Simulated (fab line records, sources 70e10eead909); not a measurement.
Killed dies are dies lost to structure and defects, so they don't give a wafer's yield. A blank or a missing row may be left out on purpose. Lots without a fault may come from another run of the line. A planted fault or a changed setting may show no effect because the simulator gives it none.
Chamber matching | flow nand_harc | NHARC_A_SGD_CUT_ETCH_58 on rie_diel-03: 4 sister chambers
The step etches the open film in CF4, target depth 39 nm, time 65 s. 14 wafers are shown with their chamber, then 7 later ones without.

WAFERS WITH THEIR CHAMBER
wafer  | chamber | showerhead_plenum_p_Torr (Torr) | oes_product_au (a.u.) | bias_w (W)
L074.1 | 2       | 1.83                            | 0.984                 | 99.7
L074.2 | 3       | 1.77                            | 1.000                 | 100.6
L074.6 | 2       | 1.83                            | 0.981                 | 99.8
L080.1 | 2       | 1.83                            | 0.990                 | 99.7
L080.2 | 0       | 1.86                            | 0.992                 | 100.2
L080.6 | 2       | 1.83                            | 0.996                 | 99.6
L084.1 | 3       | 1.76                            | 1.009                 | 99.9
L084.4 | 1       | 1.74                            | 0.993                 | 100.4
L084.5 | 3       | 1.77                            | 1.013                 | 99.8
L087.1 | 1       | 1.74                            | 0.989                 | 100.4
L087.2 | 0       | 1.86                            | 0.995                 | 99.6
L087.3 | 3       | 1.76                            | 1.010                 | 99.9
L089.2 | 0       | 1.86                            | 1.004                 | 100.0
L089.4 | 2       | 1.83                            | 0.998                 | 99.8

SIGNATURES (means of the wafers above)
reading                  | chamber 0 | chamber 1 | chamber 2 | chamber 3 | scatter within a chamber
showerhead_plenum_p_Torr | 1.8600    | 1.7400    | 1.8300    | 1.7650    | 0.00316
oes_product_au           | 0.99700   | 0.99100   | 0.98980   | 1.00800   | 0.0063
bias_w                   | 99.933    | 100.400   | 99.720    | 100.050   | 0.25
Rule: a wafer's distance from a chamber is the root of the sum, over the readings, of the square of ((its reading less the chamber's mean) divided by the reading's scatter). The wafer belongs to the nearest chamber; if the next one is less than 2 further off, it can't be placed. The scatter: the root of (the sum of the squares of (reading less its chamber's mean) over the shown wafers, divided by (wafers less chambers)).

WAFERS WITHOUT THEIR CHAMBER
wafer  | showerhead_plenum_p_Torr (Torr) | oes_product_au (a.u.) | bias_w (W)
L089.5 | 1.74                            | 1.010                 | 99.6
L088.2 | 1.76                            | 1.010                 | 100.2
L088.5 | 1.74                            | 0.990                 | 99.8
L088.6 | 1.86                            | 0.990                 | 99.7
L093.1 | 1.74                            | 0.998                 | 99.9
L093.2 | 1.83                            | 0.980                 | 100.5
L093.5 | 1.76                            | 1.009                 | 100.3

WHICH CHAMBER EACH WENT THROUGH
wafer  | from the rows above | in truth
L089.5 | 1                   | 1
L088.2 | 3                   | 3
L088.5 | 1                   | 1
L088.6 | 0                   | 0
L093.1 | 1                   | 1
L093.2 | 2                   | 2
L093.5 | 3                   | 3
Placed correctly: 7 of 7. Can't be placed from these rows: 0. Placed wrongly: 0.
